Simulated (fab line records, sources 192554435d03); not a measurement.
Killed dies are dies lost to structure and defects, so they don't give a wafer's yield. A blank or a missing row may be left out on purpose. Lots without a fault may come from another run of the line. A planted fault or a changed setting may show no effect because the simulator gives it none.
fab line records | flow n5_finfet
record lots=7 wafers=21
route steps=1938 shown FIN_SAQP@100 FIN_CUT@155 SD_EPI_N@263
start_h: hours from the record's first day to the start of the lot's first wafer shown | wait_h: hours since the lot's step before | " the same as in the row above | L1.1+2: a row that stands for several wafers | - no value, or no start given | * or withheld: withheld | < > ~ a bound
route shown NAME@n: a module of which the file shows steps, and the number in the route of the first | usual: mean/standard deviation of fault-free wafers | same: alike in all rows | chamber/n: place in a boat | sites: the reading at each site | _std_site: their standard deviation | _edge_site: outer sites' mean less inner sites' | radius_mm: how far each site lies from the wafer's centre | mask NAME#n: copy n | behind: the tool/chamber that last shaped the wafer | hold: why the lot was held/for how many hours/how that ended | device: the transistor (n, p or np) that didn't switch | end of line: the same wafers' tests at the end of the route | a step without rows: its recipe alone | killed: dies lost to structure and defects at the first sort, not the wafer's yield | map: a wafer's dies, x killed, . not, _ none there
set.NAME: the setting as run; set.NAME@STEP: as run at that earlier step | model.NAME: the simulator's own value behind a step, which no gauge read
lots whose settings were changed on purpose; a table a step, a row a wafer
## steps
# step N5_FIN_SAQP_PECVD_06
# recipe material=a-Si target_thk_a=600 temp_c=400 precursor=SiH4/He pressure_torr=3 rf_w=100 time_s=48.1
# columns lot.wafer tool chamber start_h wait_h set.time_s model.a-Si_of_FIN_SAQP_PECVD_06.thk_nm
L077.3 pecvd-03 0 39.16 0.0 48.1 59.64
L077.5 " 2 " " 48.1 58.9
L077.6 " 1 " " 48.1 60.43
L078.1 pecvd-03 0 45.19 0.0 48.1 59.98
L078.2 " 1 " " 48.1 58.75
L078.3 " 2 " " 48.1 58.25
L083.4 pecvd-01 0 75.13 0.0 48.1 61.17
L083.5 " 1 " " 42.07 53.75
L083.6 " 2 " " 48.1 60.19
L086.1 pecvd-01 1 93.50 0.0 48.1 60.47
L086.4 " 0 " " 48.1 60.66
L086.5 " 2 " " 48.1 60.71
L087.1 pecvd-01 2 100.91 0.0 48.1 60.63
L087.4 " 2 " " 53.1 67.87
L087.6 " 1 " " 53.1 68.02
L088.2 pecvd-03 1 105.39 0.0 48.1 59.63
L088.3 " 1 " " 48.1 60.45
L088.5 " 1 " " 48.1 60.41
L092.2 pecvd-02 2 129.86 0.0 48.1 59.6
L092.3 " 0 " " 43.51 53.54
L092.5 " 2 " " 48.1 60.31
# step N5_FIN_SAQP_THK_MEAS_07
# usual thk_nm=60.3/0.74
# columns lot.wafer tool chamber start_h wait_h set.time_s@FIN_SAQP_PECVD_06 thk_nm
L077.3 film_metro-01 - 39.25 0.1 48.1 59.7
L077.5 " - " " 48.1 58.9
L077.6 " - " " 48.1 60.4
L078.1 film_metro-01 - 45.28 0.1 48.1 60.0
L078.2 " - " " 48.1 58.8
L078.3 " - " " 48.1 58.3
L083.4 film_metro-01 - 75.19 0.0 48.1 61.2
L083.5 " - " " 42.07 53.8
L083.6 " - " " 48.1 60.2
L086.1 film_metro-02 - 93.59 0.1 48.1 60.5
L086.4 " - " " 48.1 60.7
L086.5 " - " " 48.1 60.7
L087.1 film_metro-01 - 101.00 0.1 48.1 60.6
L087.4 " - " " 53.1 67.9
L087.6 " - " " 53.1 68.0
L088.2 film_metro-01 - 105.50 0.1 48.1 59.6
L088.3 " - " " 48.1 60.4
L088.5 " - " " 48.1 60.4
L092.2 film_metro-02 - 129.95 0.1 48.1 59.7
L092.3 " - " " 43.51 53.6
L092.5 " - " " 48.1 60.3
# step N5_FIN_SAQP_HM_DEP_72
# recipe material=SiO2 target_thk_a=120 temp_c=400 precursor=SiH4/N2O pressure_torr=0.75 rf_w=275 time_s=7.2
# step N5_FIN_SAQP_COAT_49
# recipe resist=SOC temp_c=250 time_s=60 spin_rpm=1500 resist_thk_nm=100
# step N5_FIN_SAQP_HM_OPEN_73
# recipe chemistry=CHF3/O2 target=SiO2 stop_on=a-Si target_depth_a=120 over_etch_frac=1.8 mask_material=SOC time_s=16.8 pressure_mtorr=30 source_w=650 bias_w=170 Ar_flow_sccm=200 CHF3_flow_sccm=50 O2_flow_sccm=5 ion_energy_ev=200 ends=end_point
# step N5_FIN_SAQP_STRIP_74
# recipe chemistry=CHF3/O2 resist=SiARC rf_frequency_hz=6e+07
# step N5_FIN_SAQP_MANDREL_ETCH_22
# recipe target_depth_a=600 chemistry=HBr/Cl2 target=a-Si stop_on=SiNx bt_time_s=10 over_etch_frac=0.5 time_s=30 pressure_mtorr=10 icp_w=800 bias_w=75 HBr_flow_sccm=150 Cl2_flow_sccm=80 ends=end_point
# usual oes_product_au=0.771/0.01
# columns lot.wafer tool chamber start_h wait_h set.time_s@FIN_SAQP_PECVD_06 oes_product_au model.etch.depth_nm
L077.3 rie_si-03 3 40.00 0.0 48.1 0.760 59.64
L077.5 " 2 " " 48.1 0.757 58.88
L077.6 " 3 " " 48.1 0.768 60.42
L078.1 rie_si-01 1 46.15 0.0 48.1 0.774 59.96
L078.2 " 3 " " 48.1 0.776 58.73
L078.3 " 0 " " 48.1 0.777 58.19
L083.4 rie_si-04 1 76.18 0.0 48.1 0.786 61.15
L083.5 " 3 " " 42.07 0.717 53.73
L083.6 " 0 " " 48.1 0.774 60.19
L086.1 rie_si-04 1 94.46 0.0 48.1 0.772 60.41
L086.4 " 2 " " 48.1 0.758 60.64
L086.5 " 3 " " 48.1 0.770 60.65
L087.1 rie_si-04 0 101.87 0.0 48.1 0.772 60.61
L087.4 " 1 " " 53.1 0.840 67.85
L087.6 " 0 " " 53.1 0.829 67.96
L088.2 rie_si-04 3 106.74 0.0 48.1 0.769 59.63
L088.3 " 2 " " 48.1 0.757 60.44
L088.5 " 3 " " 48.1 0.762 60.38
L092.2 rie_si-04 0 130.81 0.0 48.1 0.768 59.57
L092.3 " 2 " " 43.51 0.712 53.54
L092.5 " 0 " " 48.1 0.761 60.28
# step N5_FIN_SAQP_STRIP_55
# recipe chemistry=N2/H2 power_w=500 temp_c=40 pressure_mtorr=50 rf_frequency_hz=6e+07 overash_fraction=0.3 bias_power_w=28 h2_frac=0.5 n2_flow_sccm=300 h2_flow_sccm=300
# step N5_FIN_SAQP_STRIP_23
# recipe chemistry=SPM time_s=750 temp_c=130 h2so4_h2o2_vol_ratio=4
# step N5_FIN_SAQP_SRD_66
# recipe dry=ipa_marangoni time_s=30 temp_c=23 rinse_liquid=diw
# step N5_FIN_SAQP_RECESS_75
# recipe chemistry=HF/NH3 target=SiO2 target_depth_a=144 afs_cycles=3 temp_c=30 sublimation_temp_c=180 sublimation_time_s=60
# step N5_FIN_SAQP_SPACER1_ALD_24
# recipe material=SiO2 target_thk_a=203 temp_c=300 ald_precursor_family=BDEAS ald_co_reactant=O2-plasma pulse_time_s=1 purge_time_s=2 co_reactant_purge_time_s=2 ald_cycles=218 pressure_torr=2
# columns lot.wafer tool chamber start_h wait_h set.time_s@FIN_SAQP_PECVD_06 model.a-Si_of_FIN_SAQP_PECVD_06.thk_nm
L077.3 ald_sin-03 3 40.94 0.2 48.1 59.4
L077.5 " 3 " " 48.1 58.8
L077.6 " 2 " " 48.1 60.2
L078.1 ald_sin-04 0 46.96 0.3 48.1 59.8
L078.2 " 1 " " 48.1 58.6
L078.3 " 3 " " 48.1 58
L083.4 ald_sin-01 1 77.05 0.1 48.1 61
L083.5 " 3 " " 42.07 53.6
L083.6 " 0 " " 48.1 60
L086.1 ald_sin-04 1 95.39 0.3 48.1 60.2
L086.4+5 " 2,1 " " 48.1 60.4
L087.1 ald_sin-01 2 103.10 0.3 48.1 60.4
L087.4 " 3 " " 53.1 67.6
L087.6 " 3 " " 53.1 67.8
L088.2 ald_sin-04 3 107.71 0.3 48.1 59.4
L088.3+5 " 0,3 " " 48.1 60.2
L092.2 ald_sin-03 2 131.64 0.3 48.1 59.4
L092.3 " 3 " " 43.51 53.4
L092.5 " 2 " " 48.1 60
# step N5_FIN_SAQP_SPACER1_ETCHBACK_25
# recipe chemistry=CHF3/O2 mode=anisotropic_etchback target=SiO2 target_depth_a=244 time_s=12.2 pressure_mtorr=30 source_w=650 bias_w=170 Ar_flow_sccm=200 CHF3_flow_sccm=50 O2_flow_sccm=5 ion_energy_ev=200
# step N5_FIN_SAQP_MANDREL1_REMOVE_56
# recipe chemistry=HBr/Cl2/O2 bt_time_s=10 target=a-Si stop_on=SiNx endpoint=OES-SiCl over_etch_frac=1 icp_w=600 bias_w=22 HBr_flow_sccm=150 Cl2_flow_sccm=80 O2_flow_sccm=5 pressure_mtorr=10
# step N5_FIN_SAQP_MANDREL2_REMOVE_60
# recipe chemistry=HBr/Cl2/O2 bt_time_s=10 target=a-Si stop_on=SiNx endpoint=OES-SiCl over_etch_frac=1 icp_w=600 bias_w=22 HBr_flow_sccm=150 Cl2_flow_sccm=80 O2_flow_sccm=5 pressure_mtorr=10
# step N5_FIN_SAQP_HM_OPEN_33
# recipe chemistry=CH3F/O2 target=SiNx mask_material=SiO2 target_depth_a=494 time_s=70.6 pressure_mtorr=30 source_w=395 bias_w=73 Ar_flow_sccm=150 CH3F_flow_sccm=30 O2_flow_sccm=20 ion_energy_ev=120 ends=cleared
# usual etch_rf_on_time_s=68.8/1.3
# columns lot.wafer tool chamber start_h wait_h set.time_s@FIN_SAQP_HM_DEP_03 etch_rf_on_time_s model.etch.depth_nm
L077.3 rie_diel-02 0 43.84 0.3 36.64 75.9 40.65
L077.5 " 0 " " 33.6 70.5 37.73
L077.6 " 3 " " 33.6 69.8 37.45
L078.1 rie_diel-02 2 50.02 0.0 33.6 68.5 36.87
L078.2 " 3 " " 31.24 63.5 34.36
L078.3 " 1 " " 33.6 69.3 37.21
L083.4 rie_diel-02 2 80.13 0.3 33.6 67.7 36.47
L083.5 " 3 " " 33.6 67.7 36.85
L083.6 " 0 " " 36.2 73.7 39.59
L086.1 rie_diel-04 0 98.04 0.1 33.6 64.8 36.13
L086.4 " 2 " " 33.6 68.5 36.47
L086.5 " 2 " " 33.6 69.4 36.42
L087.1 rie_diel-02 2 105.94 0.3 33.6 69.1 36.7
L087.4 " 1 " " 30.25 62.9 32.93
L087.6 " 1 " " 33.6 71.1 37.52
L088.2 rie_diel-01 0 110.31 0.1 30.59 62.2 33.92
L088.3 " 1 " " 33.6 69.6 37.97
L088.5 " 1 " " 30.59 63.8 34.55
L092.2 rie_diel-02 3 134.19 0.1 29.5 59.4 31.83
L092.3 " 2 " " 29.5 60.2 31.99
L092.5 " 0 " " 29.5 60.3 32.04
# step N5_FIN_CUT_COAT_19
# recipe resist=SiARC temp_c=220 time_s=60 spin_rpm=1500 resist_thk_nm=20
# columns lot.wafer tool chamber start_h wait_h set.spin_rpm model.SiARC_of_FIN_CUT_COAT_19.thk_nm
L077.3+6 litho_track-03 0 - - 1500 20
L077.5 " 0 " " 1584 19.6
L078.1+2+3 litho_track-04 0 - - 1500 20.2
L083.4 litho_track-04 0 - - 1500 20
L083.5+6 " 0 " " 1500 20.2
L086.1+4+5 litho_track-01 0 - - 1500 20
L087.1+4 litho_track-04 0 - - 1500 20
L087.6 " 0 " " 1567 19.6
L088.2 litho_track-01 0 - - 1620 19.2
L088.3 " 0 " " 1500 20
L088.5 " 0 " " 1620 19.4
L092.2 litho_track-01 0 - - 1644 19.2
L092.3+5 " 0 " " 1500 20
# step N5_FIN_CUT_EXPOSE_05
# recipe mask_id=FIN_CUT na=0.33 source_shape=annular sigma_inner=0.35 sigma_outer=0.8 polarization=unpolarized dose_mj=45.75
# columns lot.wafer tool chamber start_h wait_h mask set.dose_mj
L077.3+5 euv_scanner-01 0 44.56 - FIN_CUT#0 46.66
L077.6 " 0 " " FIN_CUT#0 45.75
L078.1+2 euv_scanner-02 0 50.85 - FIN_CUT#0 47.35
L078.3 " 0 " " FIN_CUT#0 45.75
L083.4 euv_scanner-01 0 80.98 - FIN_CUT#0 45.75
L083.5+6 " 0 " " FIN_CUT#0 47.37
L086.1+4+5 euv_scanner-01 0 98.75 - FIN_CUT#0 45.75
L087.1+4 euv_scanner-01 0 106.64 - FIN_CUT#0 45.75
L087.6 " 0 " " FIN_CUT#0 48.53
L088.2+3 euv_scanner-02 0 111.15 - FIN_CUT#0 45.75
L088.5 " 0 " " FIN_CUT#0 42.36
L092.2+3 euv_scanner-01 0 134.90 - FIN_CUT#0 42.95
L092.5 " 0 " " FIN_CUT#0 45.75
# step N5_FIN_CUT_PEB_06
# recipe peb_temp_c=100 peb_time_s=60 resist=CAR-EUV
# step N5_FIN_CUT_DEVELOP_07
# recipe develop_time_s=30 developer=TMAH resist=CAR-EUV rinse_liquid=surfactant_rinse dry=air_spin dev_temp_c=23
# step N5_FIN_CUT_CD_MEAS_08
# recipe target_cd_nm=29.1 landing_energy_ev=500 detector=se_inlens polarity=opening
# usual cd_nm=29.11/0.21
# columns lot.wafer tool chamber start_h wait_h set.dose_mj@FIN_CUT_EXPOSE_05 cd_nm
L077.3 cd_sem-01 0 44.68 - 46.66 29.44
L077.5 " 0 " " 46.66 29.44
L077.6 " 0 " " 45.75 29.13
L078.1 cd_sem-03 0 50.98 - 47.35 29.75
L078.2 " 0 " " 47.35 29.66
L078.3 " 0 " " 45.75 29.13
L083.4 cd_sem-02 0 81.10 - 45.75 28.91
L083.5 " 0 " " 47.37 29.45
L083.6 " 0 " " 47.37 29.70
L086.1 cd_sem-03 0 98.88 - 45.75 29.22
L086.4 " 0 " " 45.75 28.76
L086.5 " 0 " " 45.75 29.21
L087.1 cd_sem-02 0 106.78 - 45.75 29.07
L087.4 " 0 " " 45.75 28.93
L087.6 " 0 " " 48.53 30.13
L088.2 cd_sem-03 0 111.28 - 45.75 28.88
L088.3 " 0 " " 45.75 29.08
L088.5 " 0 " " 42.36 27.83
L092.2 cd_sem-03 0 135.03 - 42.95 28.01
L092.3 " 0 " " 42.95 28.45
L092.5 " 0 " " 45.75 29.24
# step N5_FIN_CUT_DESCUM_13
# recipe chemistry=O2 time_s=7 source_power_w=50 bias_power_w=20 pressure_mtorr=20 rf_frequency_hz=2.712e+07 temp_c=40 resist=CAR-EUV o2_flow_sccm=225
# step N5_FIN_CUT_ETCH_30
# recipe chemistry=N2/H2 target=underlayer target_depth_a=130 mask_material=CAR-EUV time_s=10.4 ion_energy_ev=200 pressure_mtorr=30 source_w=840 bias_w=150 n2_flow_sccm=200 h2_flow_sccm=200 ends=cleared
# columns lot.wafer tool chamber start_h wait_h set.dose_mj@FIN_CUT_EXPOSE_05 model.FIN_CUT.cd_offset_nm
L077.3 rie_diel-03 3 44.85 0.0 46.66 0.2
L077.5 " 0 " " 46.66 0.4
L077.6 " 3 " " 45.75 0
L078.1+2 rie_diel-03 0,2 51.15 0.0 47.35 0.6
L078.3 " 1 " " 45.75 0
L083.4 rie_diel-05 0 81.25 0.0 45.75 -0.2
L083.5+6 " 2,1 " " 47.37 0.4
L086.1+4+5 rie_diel-05 3,0,1 99.04 0.0 45.75 0
L087.1+4 rie_diel-06 1,0 106.93 0.0 45.75 0
L087.6 " 3 " " 48.53 1
L088.2+3 rie_diel-06 3,2 111.43 0.0 45.75 0
L088.5 " 3 " " 42.36 -1.2
L092.2 rie_diel-06 0 135.19 0.0 42.95 -1
L092.3 " 2 " " 42.95 -1.2
L092.5 " 0 " " 45.75 0
# step N5_FIN_CUT_ETCH_20
# recipe chemistry=CF4 target=SiARC target_depth_a=260 mask_material=CAR-EUV time_s=43.3 ion_energy_ev=80 pressure_mtorr=40 source_w=545 bias_w=36 Ar_flow_sccm=100 cf4_flow_sccm=100 ends=cleared
# usual etch_rf_on_time_s=43.5/0.58
# columns lot.wafer tool chamber start_h wait_h set.spin_rpm@FIN_CUT_COAT_19 etch_rf_on_time_s model.etch.depth_nm
L077.3 rie_diel-03 3 44.87 0.0 1500 42.8 20.04
L077.5 " 0 " " 1584 42.4 19.51
L077.6 " 3 " " 1500 42.9 20.03
L078.1 rie_diel-03 0 51.17 0.0 1500 44.0 20.17
L078.2 " 2 " " 1500 43.8 20.22
L078.3 " 1 " " 1500 44.3 20.21
L083.4 rie_diel-05 0 81.27 0.0 1500 43.9 20.09
L083.5 " 2 " " 1500 44.2 20.12
L083.6 " 1 " " 1500 43.6 20.1
L086.1 rie_diel-05 3 99.06 0.0 1500 44.0 20.08
L086.4 " 0 " " 1500 43.4 20.04
L086.5 " 1 " " 1500 43.5 20.03
L087.1 rie_diel-06 1 106.95 0.0 1500 43.3 20.09
L087.4 " 0 " " 1500 43.7 20.09
L087.6 " 3 " " 1567 42.3 19.68
L088.2 rie_diel-06 3 111.45 0.0 1620 40.8 19.21
L088.3 " 2 " " 1500 44.2 20.05
L088.5 " 3 " " 1620 41.3 19.33
L092.2 rie_diel-06 0 135.20 0.0 1644 41.5 19.18
L092.3 " 2 " " 1500 44.8 20.09
L092.5 " 0 " " 1500 43.4 20.08
# step N5_FIN_CUT_ETCH_21
# recipe chemistry=N2/H2 target=SOC target_depth_a=2190 overetch_a=438 mask_material=SiARC temp_c=40 ion_energy_ev=100 bias_w=61 time_s=523.5 pressure_mtorr=30 source_w=850 n2_flow_sccm=200 h2_flow_sccm=200
# columns lot.wafer tool chamber start_h wait_h set.spin_rpm@FIN_CUT_COAT_19 set.dose_mj@FIN_CUT_EXPOSE_05 model.SiARC_of_FIN_CUT_COAT_19.thk_nm model.FIN_CUT.cd_offset_nm
L077.3 rie_diel-03 3 44.91 0.0 1500 46.66 11.8 0.4
L077.5 " 0 " " 1584 46.66 11.4 0.2
L077.6 " 3 " " 1500 45.75 12 0.4
L078.1 rie_diel-03 0 51.21 0.0 1500 47.35 12 0.4
L078.2 " 2 " " 1500 47.35 12.2 0.8
L078.3 " 1 " " 1500 45.75 12.2 -0.2
L083.4 rie_diel-05 0 81.31 0.0 1500 45.75 12 -0.4
L083.5 " 2 " " 1500 47.37 12.2 0.4
L083.6 " 1 " " 1500 47.37 11.8 0.4
L086.1 rie_diel-05 3 99.10 0.0 1500 45.75 12.2 0.4
L086.4 " 0 " " 1500 45.75 12 -0.2
L086.5 " 1 " " 1500 45.75 11.8 -0.2
L087.1 rie_diel-06 1 106.99 0.0 1500 45.75 12 -0.2
L087.4 " 0 " " 1500 45.75 12 0.2
L087.6 " 3 " " 1567 48.53 11.4 1
L088.2 rie_diel-06 3 111.49 0.0 1620 45.75 11 0
L088.3 " 2 " " 1500 45.75 12 -0.2
L088.5 " 3 " " 1620 42.36 11 -1
L092.2 rie_diel-06 0 135.24 0.0 1644 42.95 11 -1
L092.3 " 2 " " 1500 42.95 12 -1.4
L092.5 " 0 " " 1500 45.75 12 0
# step N5_SD_EPI_N_COAT_33
# recipe resist=SiARC temp_c=220 time_s=60 spin_rpm=1500 resist_thk_nm=35
# columns lot.wafer tool chamber start_h wait_h set.spin_rpm model.SiARC_of_SD_EPI_N_COAT_33.thk_nm
L077.3+6 litho_track-03 0 - - 1370 36.8
L077.5 " 0 " " 1500 35.2
L078.1+3 litho_track-03 0 - - 1500 35
L078.2 " 0 " " 1654 33.4
L083.4+6 litho_track-01 0 - - 1500 35.2
L083.5 " 0 " " 1613 33.8
L086.1+4+5 litho_track-02 0 - - 1500 35
L087.1+4+6 litho_track-02 0 - - 1567 34.2
L088.2+3+5 litho_track-01 0 - - 1500 35.2
L092.2 litho_track-02 0 - - 1500 35
L092.3+5 " 0 " " 1500 34.8
## key
split step=N5_FIN_SAQP_PECVD_06 setting=time_s stated=48.1 by=wafer
response step=N5_FIN_SAQP_PECVD_06 reading=model.a-Si_of_FIN_SAQP_PECVD_06.thk_nm change=+0.629 per=1% r=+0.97
response step=N5_FIN_SAQP_THK_MEAS_07 reading=thk_nm change=* per=1% r=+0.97
response step=N5_FIN_SAQP_MANDREL_ETCH_22 reading=oes_product_au change=+0.00547 per=1% r=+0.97
response step=N5_FIN_SAQP_MANDREL_ETCH_22 reading=model.etch.depth_nm change=+0.628 per=1% r=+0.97
response step=N5_FIN_SAQP_SPACER1_ALD_24 reading=model.a-Si_of_FIN_SAQP_PECVD_06.thk_nm change=+0.625 per=1% r=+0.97
split step=N5_FIN_CUT_COAT_19 setting=spin_rpm stated=1500 by=wafer
response step=N5_FIN_CUT_COAT_19 reading=model.SiARC_of_FIN_CUT_COAT_19.thk_nm change=-0.0834 per=1% r=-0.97
response step=N5_FIN_CUT_ETCH_20 reading=etch_rf_on_time_s change=* per=1% r=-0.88
response step=N5_FIN_CUT_ETCH_20 reading=model.etch.depth_nm change=-0.0947 per=1% r=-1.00
response step=N5_FIN_CUT_ETCH_21 reading=model.SiARC_of_FIN_CUT_COAT_19.thk_nm change=-0.111 per=1% r=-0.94
split step=N5_FIN_CUT_EXPOSE_05 setting=dose_mj stated=45.75 by=wafer
response step=N5_FIN_CUT_CD_MEAS_08 reading=cd_nm change=+0.168 per=1% r=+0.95
response step=N5_FIN_CUT_ETCH_30 reading=model.FIN_CUT.cd_offset_nm change=+0.168 per=1% r=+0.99
response step=N5_FIN_CUT_ETCH_21 reading=model.FIN_CUT.cd_offset_nm change=+0.162 per=1% r=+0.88
split step=N5_SD_EPI_N_COAT_33 setting=spin_rpm stated=1500 by=wafer
response step=N5_SD_EPI_N_COAT_33 reading=model.SiARC_of_SD_EPI_N_COAT_33.thk_nm change=-0.172 per=1% r=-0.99
split outside_this_file step=N5_FIN_SAQP_HM_DEP_03 setting=time_s
# split outside_this_file: this setting was split too, and the file shows its column; the key of that split is in another file
